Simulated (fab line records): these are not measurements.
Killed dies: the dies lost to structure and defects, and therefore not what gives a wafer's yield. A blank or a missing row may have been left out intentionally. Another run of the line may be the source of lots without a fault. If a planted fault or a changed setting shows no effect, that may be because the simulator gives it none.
Chamber matching | flow n5Finfet | N5_BEOL_M4_ETCH_70 on rieDiel-01: 4 sister chambers
The step etches SOC in N2/H2, target depth 80 nm, overetch 24 nm, time 130 s. 4 wafers are shown with their chamber, then 10 later ones without.

== WAFERS, EACH WITH ITS CHAMBER ==
wafer  | chamber | showerheadPlenumPTorr (Torr)
L084.1 | 1       | 2.48
L084.4 | 2       | 2.61
L085.1 | 0       | 2.42
L085.4 | 3       | 2.30

== WAFERS MISSING THEIR CHAMBER ==
wafer  | showerheadPlenumPTorr (Torr)
L085.6 | 2.30
L091.2 | 2.41
L091.5 | 2.48
L091.6 | 2.41
L092.1 | 2.41
L092.2 | 2.48
L092.4 | 2.41
L095.2 | 2.30
L095.5 | 2.48
L095.6 | 2.30

== WHICH CHAMBER EACH ONE RAN IN ==
wafer  | from the rows above | in truth
L085.6 | 3                   | 3
L091.2 | 0                   | 0
L091.5 | 1                   | 1
L091.6 | 0                   | 0
L092.1 | 0                   | 0
L092.2 | 1                   | 1
L092.4 | 0                   | 0
L095.2 | 3                   | 3
L095.5 | 1                   | 1
L095.6 | 3                   | 3
Correctly placed: 10 of 10. From these rows, 0 cannot be placed. Wrongly placed: 0.
How it was worked out, from the rows above alone: a wafer's distance from a chamber is the root of the sum, over the readings, of the square of ((its reading less the chamber's mean) divided by the reading's scatter). If the next closest chamber is less than 2 further off than the closest, the wafer can't be placed; otherwise it belongs to the closest. Each chamber's mean is taken over the wafers shown for it. The scatter: with one shown wafer a chamber, the root of the mean of the squares of how far each hidden wafer lies from its nearest shown one.
